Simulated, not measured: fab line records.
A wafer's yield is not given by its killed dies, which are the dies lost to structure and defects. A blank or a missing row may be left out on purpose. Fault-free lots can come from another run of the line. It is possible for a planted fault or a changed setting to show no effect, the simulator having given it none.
Chamber matching	flow n5 finfet	3 sister chambers for N5_MOL_CONTACT_COAG_STRIP_96 on rie diel-03
The step strips in N2/H2. 3 wafers are shown with their chamber, then 7 later ones without.

## WAFERS, EACH WITH ITS CHAMBER
wafer	chamber	showerhead plenum p Torr (Torr)
L087.4	2	3.29
L087.5	1	3.31
L087.6	0	3.46

## WAFERS MISSING THEIR CHAMBER
wafer	showerhead plenum p Torr (Torr)
L090.1	3.29
L090.5	3.46
L094.1	3.45
L094.4	3.45
L094.5	3.30
L095.2	3.30
L095.3	3.28

## CHAMBER TAKEN BY EACH
wafer	from the rows above	in truth
L090.1	2	2
L090.5	0	0
L094.1	0	0
L094.4	0	0
L094.5	can't be placed: 2 or 1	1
L095.2	can't be placed: 2 or 1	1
L095.3	2	2
5 of 7 placed correctly. Cannot be placed on the basis of these rows: 2; the candidates contain the true chamber in 2. Wrongly placed: 0.
How it was worked out, from the rows above alone: a wafer's distance from a chamber is the root of the sum, over the readings, of the square of ((its reading less the chamber's mean) divided by the reading's scatter). The wafer belongs to the nearest chamber; if the next one is less than 2 further off, it can't be placed. Each chamber's mean is taken over the wafers shown for it. The scatter: root of mean squared gap, hidden wafer to nearest shown wafer, with one shown wafer a chamber.
